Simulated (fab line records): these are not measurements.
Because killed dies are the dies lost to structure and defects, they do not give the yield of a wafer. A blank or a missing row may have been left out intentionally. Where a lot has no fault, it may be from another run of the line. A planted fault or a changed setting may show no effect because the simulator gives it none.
Struck lot and sound lot, side by side :: flow n5 finfet :: 36 steps out of a route of 1938
Sound: these wafers, L226.1, L226.2, L226.3. Struck: wafers L234.3, L234.5 (left out: L234.2, a lot-mate that was not struck); the cause follows at the end.
Per side, at each step with rows, come the tool, then ch with its chambers, and then its first start. Under that, the readings that differ: sound wafers :: struck wafers :: difference of the means :: sigmas: that difference in standard deviations of wafers without a fault.
alike: readings with means less than 2 such deviations apart, plus words and numbers identical on both sides. not compared: withheld readings, readings lacking a value on some wafer, bounds such as >300 that could conceal the same value, and numbers that have no deviation in the record and whose values overlap.
A row with sigmas, a row that says differs or no value, or rows on one side alone: a step with any of these is where the two part. Numbers that have no deviation but don't overlap get no sigmas and don't part them. Lack of a reading on every wafer of one side parts them only where that side has two or more wafers.

first, 9 steps without rows for these wafers: N5_BEOL_M8_COAT_71 (time 60 s, resist thk 5 nm); N5_BEOL_M8_COAT_22 (resist thk 30 nm); N5_BEOL_M8_EBR_24; N5_BEOL_M8_SOFTBAKE_23 (time 60 s); N5_BEOL_M8_EXPOSE_25 (exposes mask V7, target cd 40 nm); N5_BEOL_M8_PEB_26 (peb time 60 s); N5_BEOL_M8_DEVELOP_27 (develop time 30 s); N5_BEOL_M8_DESCUM_33 (chemistry O2, time 7 s); N5_BEOL_M8_ETCH_72 (etches underlayer in N2/H2, target depth 6.5 nm, time 5.2 s).
N5_BEOL_M8_ETCH_65: etches SiARC in CF4, target depth 15.6 nm, time 26 s.
  sound on rie diel-01 ch 0,2,3, day 12 16:22; struck on rie diel-01 ch 3, day 14 21:13
  alike: drypump motor current A, etch rf on time s, oes product au, rf vpp V, showerhead plenum p Torr, throttle valve pct
  not compared: rf hours counter h
then, 25 steps without rows for these wafers: N5_BEOL_M8_ETCH_66 (etches SOC in N2/H2, target depth 80 nm, overetch 16 nm, time 120 s); N5_BEOL_M8_STRIP_69 (strips in N2/H2); N5_BEOL_M8_STRIP_73 (strips in N2/H2); N5_BEOL_M8_VIA_ETCH_34 (etches SiCOH lowk in C4F6/O2, target depth 125.5 nm, time 50.5 s); N5_BEOL_M8_STRIP_76 (strips in C4F6/O2); N5_BEOL_M8_STRIP_36 (strips in N2/H2); N5_BEOL_M8_TRENCH_ETCH_37 (etches SiCOH lowk in C4F6/O2, target depth 93.478 nm, time 31.2 s); N5_BEOL_M8_ETCH_41 (etches SiCN in CH3F/O2, target depth 31.9 nm, time 57.8 s); N5_BEOL_M8_STRIP_80 (strips in N2/H2, time 10 s); N5_BEOL_M8_HM_STRIP_39 (strips TiN in peroxide tin strip, target depth 25 nm, time 158 s); N5_BEOL_M8_SRD_40 (time 30 s); N5_BEOL_M8_PRECLEAN_42 (cleans in residue remover, time 60 s); N5_BEOL_M8_SRD_43 (time 30 s); N5_BEOL_M8_CURE_75 (cures SiCOH lowk, time 120 s); N5_BEOL_M8_DEGAS_44 (time 60 s); N5_BEOL_M8_PRE_CLEAN_45 (time 30 s); N5_BEOL_M8_ALD_77 (deposits TaN, target thk 2 nm, pulse time 2 s, purge time 3 s); N5_BEOL_M8_SURFACE_TREAT_79; N5_BEOL_M8_CVD_78 (deposits Co from CCTBA/H2, target thk 2 nm, time 142.3 s); N5_BEOL_M8_SPUTTER_48 (material Cu, target thk 10 nm, time 1.667 s); N5_BEOL_M8_ECD_50 (material Cu, target thk 300 nm); N5_BEOL_M8_ANNEAL_51 (time 90 s); N5_BEOL_M8_CMP_52 (polishes, stops on SiCOH lowk, t overpolish 6.9 s, target thk 80 nm); N5_BEOL_M8_PRE_CLEAN_55 (time 15 s); N5_BEOL_M8_DEP_56 (deposits SiCN from 3MS/NH3, target thk 10 nm, time 17.5 s).
-- a jump in the record: the struck wafers' starts before and after are 3 days apart (it breaks off in module BEOL_M8 and resumes in module PASSIVATION, where the first step shown is number 1936 of the route) --
N5_PASSIVATION_PROBE_49:
  sound: prober-01 at day 15 13:40; struck: prober-01 at day 17 23:08
reading: defect limited yield (%)
sound: 90.6 90.4 90.6
struck: 82.5 82.5
difference: -8.0
sigmas: -6

reading: killed_at_M4_up
sound: 11 7 9
struck: 127 113
difference: +111
sigmas: +19

reading: killed at front end
sound: 56 53 60
struck: 27 41
difference: -22
sigmas: -2

reading: killed dies
sound: 111 113 111
struck: 207 206
difference: +95
sigmas: +6

reading: killed on rim
sound: 15 12 9
struck: 28 34
difference: +19
sigmas: +5

reading: sort_bin_5_function (%)
sound: 5.7 5.7 4.7
struck: 10.3 11.2
difference: +5.4
sigmas: +6

reading: sort n pass
sound: 1069 1067 1069
struck: 973 974
difference: -95
sigmas: -6

reading: sort yield pct (%)
sound: 90.6 90.4 90.6
struck: 82.5 82.5
difference: -8.0
sigmas: -6
  alike: killed_at_M0_to_M3, killed at contacts, killed at other, killed open, killed short, sort_bin_6_memory

## WHERE THEY PART
Within this record, at N5_PASSIVATION_PROBE_49 only.

WHY: whatever the simulator had introduced
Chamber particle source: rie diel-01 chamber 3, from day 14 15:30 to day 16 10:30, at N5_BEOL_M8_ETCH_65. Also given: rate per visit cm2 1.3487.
